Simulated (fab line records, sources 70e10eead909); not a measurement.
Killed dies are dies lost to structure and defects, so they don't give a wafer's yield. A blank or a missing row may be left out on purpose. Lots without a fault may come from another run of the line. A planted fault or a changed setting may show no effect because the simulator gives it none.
Problem report in the 8D (eight disciplines) form, filled by code | flow nand_harc | the parts of the form that need people (team, actions taken, sign-off) are left out

1. THE PROBLEM
raw_defect_count at NHARC_P_GATE_INSPECT_68 reads a mean of 989 on 6 wafers of 2 lots; wafers without a fault read 225 with a standard deviation of 100. That is +7.6 standard deviations from the usual mean.
First seen on wafer L307.1, day 8 04:23, on defect_inspect-02. The record holds 42 wafers of 14 lots with a number at this step. Rule for "out", or "out of limits": more than 4 standard deviations from the usual mean. The other wafers with a number count as sound.

2. WHAT IT IS AND WHAT IT IS NOT
question                    | is                                   | is not
which readings at this step | raw_defect_count                     | -
which lots                  | L307, L310                           | L297, L298, L299, L300, L301, L302, L303, L304, L305, L316, L318, L319
which wafers of those lots  | all that have a number               | -
read on which gauges        | defect_inspect-01, defect_inspect-02 | -
when                        | from day 8 04:23                     | up to then (27 sound wafers); but 9 sound wafers of L316, L318, L319 came after

3. SUSPECTS, AND WHAT RULES EACH OUT
Counting: a tool at a process step up to the reading stays a suspect if it ran every lot that is out and no sound lot after the first of them.
- the gauge at NHARC_P_GATE_INSPECT_68: ruled out. The wafers that are out were read on 2 gauges (defect_inspect-01, defect_inspect-02).
- wet_bench-02 at NHARC_P_GATE_STRIP_35 (strips in SPM, time 600 s): kept. It ran every lot that is out, first L307 (day 7 10:50), and no sound lot after that; its last sound lot up to then is L304 (day 6 14:25).
Left after counting: wet_bench-02 at NHARC_P_GATE_STRIP_35.

4. THE CAUSE (what the simulator had put in)
Chamber particle source: wet_bench-02, from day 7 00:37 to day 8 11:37, at NHARC_P_GATE_STRIP_35. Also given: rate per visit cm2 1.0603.
Counting left only this tool.

5. THE CHAIN OF EFFECTS, in route order
Each row: a reading whose mean over the struck wafers that have a number lies more than 3 standard deviations from the usual. Only readings for which the record gives a usual standard deviation are gone through. hours: the time from each lot's start at the first step in this table that gives one to its start at this step, as a median over the lots. sigmas: the change in usual standard deviations.
hours | step                    | reading             | usual | on struck wafers | change | sigmas
0     | NHARC_P_GATE_INSPECT_68 | raw_defect_count    | 225   | 989              | +764   | +7.6
343   | NHARC_END_SORT_01       | killed_at_periphery | 3.0   | 71.0             | +68.0  | +30
343   | NHARC_END_SORT_01       | killed_dies         | 35    | 103              | +68    | +5.7

6. WHAT WOULD HAVE CAUGHT IT SOONER
In this record the first reading out of limits at a measuring or inspecting step was taken at day 8 04:23, 28 hours after the fault began at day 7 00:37.
Of the tool readings at NHARC_P_GATE_STRIP_35 for which the record gives a usual standard deviation, none was out on any struck wafer, so an alarm limit of 4 standard deviations on them would not have fired.
All the lots that are out (2) had begun NHARC_P_GATE_STRIP_35 on wet_bench-02 by day 8 04:23. A hold on the tool at that time would have spared none of them.
